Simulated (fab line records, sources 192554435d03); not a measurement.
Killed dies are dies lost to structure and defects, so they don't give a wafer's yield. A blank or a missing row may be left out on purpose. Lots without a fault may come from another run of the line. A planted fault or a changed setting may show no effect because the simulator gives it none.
One fault seen from 2 desks | flow n5_finfet | each desk has only its own numbers; what lay behind them comes last

THE METROLOGY DESK
What the gauges read, lot by lot, whatever tool the lot ran on: means of the sampled wafers that have a number. A lot is out of limits, marked OUT, if its mean lies more than 4 standard deviations from the usual mean; the brackets give that distance. Of its 10 readings 7 are shown: those that lie furthest out on some lot.
Columns: A = DIBL_P at N5_BEOL_M4_RC_MEAS_101, usual 37.2 mV/V; B = IOFF_P at N5_BEOL_M4_RC_MEAS_101, usual 0.23 nA/um; C = ION_N at N5_BEOL_M4_RC_MEAS_101, usual 682 uA/um; D = ION_P at N5_BEOL_M4_RC_MEAS_101, usual 468 uA/um; E = SS_N at N5_BEOL_M4_RC_MEAS_101, usual 71.9 mV/dec; F = VT_N at N5_BEOL_M4_RC_MEAS_101, usual 248 mV; G = VT_P at N5_BEOL_M4_RC_MEAS_101, usual -248 mV
lot  | first seen here | A    | B    | C   | D   | E    | F   | G
L314 | day 8 01:53     | 36.1 | 0.22 | 677 | 466 | 71.2 | 252 | -248
L318 | day 8 22:31     | 35.6 | 0.23 | 671 | 470 | 71.6 | 251 | -245
L325 | day 10 18:49    | 40.7 | 0.27 | 700 | 484 | 72.3 | 247 | -247
L327 | day 11 02:31    | 37.5 | 0.27 | 687 | 478 | 71.5 | 245 | -245
L328 | day 11 06:25    | 35.7 | 0.21 | 670 | 458 | 72.2 | 249 | -251
L329 | day 11 16:10    | 36.5 | 0.20 | 687 | 470 | 71.2 | 251 | -250
L330 | day 11 20:53    | 39.6 | 0.26 | 684 | 470 | 72.1 | 247 | -247
This desk's finding: nothing out of limits on any of the 7 lots.

THE TOOL OWNER'S DESK: rie_diel-06
The tool's own readings at N5_BEOL_M3_ETCH_41 (etches SiCN in CH3F/O2, target depth 29.9 nm, time 52.5 s): means of the sampled wafers that have a number, for each lot that ran on this tool. A lot is out of limits, marked OUT, if its mean lies more than 4 standard deviations from the usual mean; the brackets give that distance.
Columns: A = drypump_motor_current_A at N5_BEOL_M3_ETCH_41, usual 5.7 A; B = oes_product_au at N5_BEOL_M3_ETCH_41, usual 0.81 a.u.; C = rf_vpp_V at N5_BEOL_M3_ETCH_41, usual 297.8 V; D = showerhead_plenum_p_Torr at N5_BEOL_M3_ETCH_41, usual 2.02 Torr; E = throttle_valve_pct at N5_BEOL_M3_ETCH_41, usual 16.27 %
lot  | first seen here | A   | B    | C     | D    | E
L325 | day 9 23:26     | 5.9 | 0.86 | 296.1 | 1.92 | 16.23
L327 | day 10 12:35    | 5.8 | 0.82 | 296.7 | 1.97 | 16.24
L328 | day 10 15:31    | 5.6 | 0.78 | 295.2 | 1.90 | 16.45
This desk's finding: nothing out of limits on any of the 3 lots.

PUT TOGETHER
The metrology desk saw nothing out of limits.
The tool owner's desk saw nothing out of limits.

WHAT THE SIMULATOR HAD PUT IN
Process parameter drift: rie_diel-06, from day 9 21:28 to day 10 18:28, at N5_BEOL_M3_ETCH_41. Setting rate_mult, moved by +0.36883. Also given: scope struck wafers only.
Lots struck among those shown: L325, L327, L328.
